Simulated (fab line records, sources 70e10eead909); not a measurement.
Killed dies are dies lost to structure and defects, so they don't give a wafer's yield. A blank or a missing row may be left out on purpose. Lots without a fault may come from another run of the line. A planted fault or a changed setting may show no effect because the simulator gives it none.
Which tool did it? | flow nand_harc | 13 lots, 37 wafers sampled, at 5 steps of a route of 1159

WHAT THE GAUGES READ, wafer by wafer
NHARC_A_ZERO_WELL_CD_MEAS_10: target cd 2000 nm. Usual: cd_nm 2000.5 nm, standard deviation 1.7.
lot  | measured     | on        | cd_nm (nm)           | flag
L744 | day 6 16:21  | cd_sem-02 | 1999.5 2001.8 2002.4 |
L745 | day 7 03:33  | cd_sem-02 | 2000.3 2002.5 2000.2 |
L749 | day 7 15:32  | cd_sem-03 | 1999.6 2001.5 2001.2 |
L748 | day 7 16:51  | cd_sem-02 | 1999.0 2001.9 1999.7 |
L750 | day 7 23:35  | cd_sem-03 | 2000.9 1998.1 2001.2 |
L751 | day 8 00:05  | cd_sem-01 | 2001.3 2002.3 1999.8 |
L753 | day 8 14:19  | cd_sem-03 | 2000.3 1999.3 1999.0 |
L754 | day 9 04:58  | cd_sem-01 | 1999.1 2000.6 2000.3 |
L758 | day 10 02:04 | cd_sem-02 | 2002.7 2003.5        |
L759 | day 10 06:59 | cd_sem-02 | 2000.5 1997.3        |
L764 | day 11 04:56 | cd_sem-03 | 2002.0 2002.8 2000.1 |
L767 | day 12 01:49 | cd_sem-02 | 1998.5 2001.9 2001.6 |
L766 | day 12 06:39 | cd_sem-03 | 2002.8 1995.3 2000.3 |

NHARC_A_ONON_D1_THK_MEAS_05: measures by ellipsometry. Usual: thk_nm 999 nm, standard deviation 7.9.
lot  | measured     | on            | thk_nm (nm)    | flag
L744 | day 7 17:32  | film_metro-02 | 991 989 988    |
L745 | day 8 03:49  | film_metro-02 | 998 998 999    |
L749 | day 8 15:08  | film_metro-02 | 987 987 988    |
L748 | day 8 15:16  | film_metro-02 | 1001 1002 999  |
L750 | day 8 23:05  | film_metro-02 | 995 996 996    |
L751 | day 8 23:05  | film_metro-02 | 1006 1006 1005 |
L753 | day 9 14:16  | film_metro-02 | 991 989 991    |
L754 | day 10 08:52 | film_metro-02 | 1005 1003 1004 |
L758 | day 11 01:28 | film_metro-01 | 1548 1015      | OFF
L759 | day 11 06:38 | film_metro-01 | 1530 999       | OFF
L764 | day 12 02:26 | film_metro-01 | 989 990 988    |
L767 | day 13 00:49 | film_metro-01 | 992 991 992    |
L766 | day 13 08:08 | film_metro-01 | 1004 1004 1004 |

NHARC_END_SORT_01. Usual: killed_at_array 27, standard deviation 11; killed_at_other 0.7, standard deviation 1.1; killed_at_periphery 3.4, standard deviation 2.1; killed_dies 31, standard deviation 12; killed_open 3.6, standard deviation 2; killed_short 2.0, standard deviation 1.3.
lot  | measured     | on        | killed_at_array | killed_at_other | killed_at_periphery | killed_dies | killed_open | killed_short | flag
L744 | day 19 04:53 | prober-02 | 16 13 14        | 1 0 0           | 3 2 7               | 20 15 21    | 4 2 6       | 2 4 2        |
L745 | day 19 18:46 | prober-02 | 21 36 38        | 0 0 0           | 5 3 6               | 26 39 44    | 0 3 6       | 3 3 2        |
L758 | day 22 02:53 | prober-02 | 671 25          | 3 2             | 3 1                 | 677 28      | 2 3         | 3 1          | OFF
L759 | day 23 04:37 | prober-01 | 672 26          | 0 1             | 5 7                 | 677 34      | 3 4         | 2 2          | OFF

WHICH TOOL RAN EACH LOT (tool, then ch and the chambers of the sampled wafers, then the start)
lot  | NHARC_A_ZERO_WELL_ETCH_19          | NHARC_A_ONON_D1_DEP_03
L744 | rie_diel-10 ch 0,3, day 6 16:37    | pecvd_onon-04 ch 0, day 7 17:08
L745 | rie_diel-06 ch 2,3, day 7 03:47    | pecvd_onon-03 ch 0, day 8 03:18
L749 | rie_diel-10 ch 0,1, day 7 15:49    | pecvd_onon-04 ch 0, day 8 14:38
L748 | rie_diel-13 ch 1,2, day 7 17:05    | pecvd_onon-02 ch 0, day 8 14:53
L750 | rie_diel-10 ch 1,3, day 7 23:50    | pecvd_onon-02 ch 0, day 8 22:41
L751 | rie_diel-06 ch 0,3, day 8 00:19    | pecvd_onon-03 ch 0, day 8 22:45
L753 | rie_diel-13 ch 0,2,3, day 8 14:34  | pecvd_onon-02 ch 0, day 9 13:48
L754 | rie_diel-10 ch 1,2, day 9 05:13    | pecvd_onon-03 ch 0, day 10 08:22
L758 | rie_diel-10 ch 0,3, day 10 02:22   | pecvd_onon-03 ch 0, day 11 01:01
L759 | rie_diel-13 ch 1,3, day 10 07:14   | pecvd_onon-03 ch 0, day 11 06:08
L764 | rie_diel-10 ch 2,3, day 11 05:11   | pecvd_onon-04 ch 0, day 12 01:59
L767 | rie_diel-06 ch 0,1,3, day 12 02:04 | pecvd_onon-04 ch 0, day 13 00:18
L766 | rie_diel-13 ch 0,1, day 12 06:53   | pecvd_onon-04 ch 0, day 13 07:37
- NHARC_A_ZERO_WELL_ETCH_19: etches the open film in N2/H2, target depth 80 nm, overetch 24 nm, time 87.88 s.
- NHARC_A_ONON_D1_DEP_03: target thk 1000 nm.

WHAT THE TOOLS THEMSELVES READ (means of the sampled wafers that have a number; where no wafer has one, the mark that the record gives instead)
NHARC_A_ZERO_WELL_ETCH_19. Usual: drypump_motor_current_A 5.7 A, standard deviation 0.49; h2_flow_sccm 150.0 sccm, standard deviation 0.46; n2_flow_sccm 150.1 sccm, standard deviation 0.45; oes_product_au 1.000 a.u., standard deviation 0.0093; rf_vpp_V 430.7 V, standard deviation 2.7; showerhead_plenum_p_Torr 2.05 Torr, standard deviation 0.093; throttle_valve_pct 14.172 %, standard deviation 0.0078.
lot  | tool        | drypump_motor_current_A (A) | h2_flow_sccm (sccm) | n2_flow_sccm (sccm) | oes_product_au (a.u.) | rf_vpp_V (V) | showerhead_plenum_p_Torr (Torr) | throttle_valve_pct (%) | flag
L744 | rie_diel-10 | 5.8                         | 150.0               | 149.8               | 1.003                 | 429.6        | 2.01                            | 14.176                 |
L745 | rie_diel-06 | 6.4                         | 150.0               | 150.1               | 0.991                 | 428.8        | 2.00                            | 14.168                 |
L749 | rie_diel-10 | 5.7                         | 150.6               | 150.3               | 1.011                 | 429.4        | 2.03                            | 14.174                 |
L748 | rie_diel-13 | 5.6                         | 149.6               | 150.3               | 1.001                 | 429.0        | 2.01                            | 14.181                 |
L750 | rie_diel-10 | 5.3                         | 150.2               | 150.1               | 0.998                 | 428.5        | 1.95                            | 14.177                 |
L751 | rie_diel-06 | 6.2                         | 150.0               | 150.3               | 0.987                 | 427.7        | 1.96                            | 14.172                 |
L753 | rie_diel-13 | 5.5                         | 150.1               | 149.8               | 1.000                 | 430.7        | 2.06                            | 14.170                 |
L754 | rie_diel-10 | 5.4                         | 150.0               | 149.9               | 1.002                 | 430.1        | 2.02                            | 14.172                 |
L758 | rie_diel-10 | 6.0                         | 150.3               | 150.1               | 1.003                 | 430.2        | 2.04                            | 14.179                 |
L759 | rie_diel-13 | 5.8                         | 149.9               | 150.1               | 1.005                 | 431.5        | 2.06                            | 14.171                 |
L764 | rie_diel-10 | 5.6                         | 150.0               | 150.4               | 0.991                 | 431.0        | 2.07                            | 14.176                 |
L767 | rie_diel-06 | 5.9                         | 150.5               | 150.2               | 0.995                 | 431.2        | 2.04                            | 14.177                 |
L766 | rie_diel-13 | 5.8                         | 150.0               | 150.4               | 1.006                 | 432.4        | 2.09                            | 14.174                 |

NHARC_A_ONON_D1_DEP_03. Usual: n2_flow_sccm 2752 sccm, standard deviation 7.5; sih4_flow_sccm 210.0 sccm, standard deviation 0.6.
lot  | tool          | n2_flow_sccm (sccm) | sih4_flow_sccm (sccm) | flag
L744 | pecvd_onon-04 | 2745                | 210.1                 |
L745 | pecvd_onon-03 | 2763                | 209.7                 |
L749 | pecvd_onon-04 | 2747                | 210.5                 |
L748 | pecvd_onon-02 | 2755                | 209.2                 |
L750 | pecvd_onon-02 | 2755                | 210.4                 |
L751 | pecvd_onon-03 | 2741                | 209.8                 |
L753 | pecvd_onon-02 | 2755                | 209.8                 |
L754 | pecvd_onon-03 | 2757                | 210.4                 |
L758 | pecvd_onon-03 | 2751                | 209.8                 |
L759 | pecvd_onon-03 | 2756                | 210.3                 |
L764 | pecvd_onon-04 | 2747                | 210.4                 |
L767 | pecvd_onon-04 | 2745                | 210.8                 |
L766 | pecvd_onon-04 | 2752                | 209.8                 |

THE ANSWER, worked out from the rows above alone
Rule: a lot is off if the mean of its wafers that have a number lies more than 3 standard deviations from the usual mean. A lot without any number at a reading at which 4 lots or more have one is off too. The other lots that the step has rows for count as sound. The gauges are gone through in route order, then the tools' own readings, and for those a lot's mean is taken as printed above. The first step at which some lot is off is used, and at that step the reading that is off furthest; a lot without a number counts as furthest.
Off: L758, L759, at NHARC_A_ONON_D1_THK_MEAS_05 (thk_nm).
A tool fits if, at a process step before that reading, it ran every lot that is off, and no sound lot after the first of them. The gauges at NHARC_A_ONON_D1_THK_MEAS_05 aren't tried: what is off there is off at NHARC_END_SORT_01 too, on other tools, and a gauge's error can't cause that. One fits: pecvd_onon-03 at NHARC_A_ONON_D1_DEP_03. Its last sound lot is L754 (day 10 08:22), its first lot that is off L758 (day 11 01:01): a fault that began between those two fits.

WHAT THE SIMULATOR HAD PUT IN
Process parameter drift: pecvd_onon-03, from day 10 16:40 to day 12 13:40, at NHARC_A_ONON_D1_DEP_03. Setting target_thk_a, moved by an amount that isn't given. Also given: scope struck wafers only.
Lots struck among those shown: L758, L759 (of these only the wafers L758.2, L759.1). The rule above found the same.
